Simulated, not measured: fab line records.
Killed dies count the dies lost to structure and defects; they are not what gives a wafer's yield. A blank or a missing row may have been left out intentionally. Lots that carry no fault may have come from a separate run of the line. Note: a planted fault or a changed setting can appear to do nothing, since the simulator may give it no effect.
Chamber matching -- flow n5Finfet -- 4 sister chambers for N5_BEOL_M9_STRIP_36 on rieDiel-04
The step strips in N2/H2. 8 wafers are shown with their chamber, then 9 later ones without.

## WAFERS PAIRED WITH THEIR CHAMBERS
wafer,chamber,drypumpMotorCurrentA (A),showerheadPlenumPTorr (Torr)
L078.6,0,5.1,2.55
L080.6,0,5.1,2.54
L085.2,2,5.0,2.44
L085.4,3,5.3,2.57
L085.5,1,6.2,2.63
L086.1,2,5.0,2.44
L086.2,1,6.1,2.63
L086.6,3,5.3,2.56

## WAFERS WITHOUT THEIR CHAMBER
wafer,drypumpMotorCurrentA (A),showerheadPlenumPTorr (Torr)
L089.1,5.0,2.44
L089.5,6.2,2.63
L089.6,5.0,2.44
L090.1,6.1,2.62
L090.2,5.3,2.56
L090.5,5.1,2.54
L097.1,5.3,2.55
L097.3,6.1,2.62
L097.6,5.3,2.56

## THE CHAMBER EACH PASSED THROUGH
wafer,from the rows above,in truth
L089.1,2,2
L089.5,1,1
L089.6,2,2
L090.1,1,1
L090.2,3,3
L090.5,0,0
L097.1,3,3
L097.3,1,1
L097.6,3,3
9 of 9 placed correctly. From these rows, 0 cannot be placed. Number placed wrongly: 0.
How it was worked out, from the rows above alone: a wafer's distance from a chamber is the root of the sum, over the readings, of the square of ((its reading less the chamber's mean) divided by the reading's scatter). The wafer belongs to the nearest chamber; if the next one is less than 2 further off, it can't be placed. The mean given for a chamber averages the wafers shown for that chamber. The scatter: take each reading less its chamber's mean, square it, sum over the shown wafers, divide by the number of wafers less the number of chambers, and take the root.
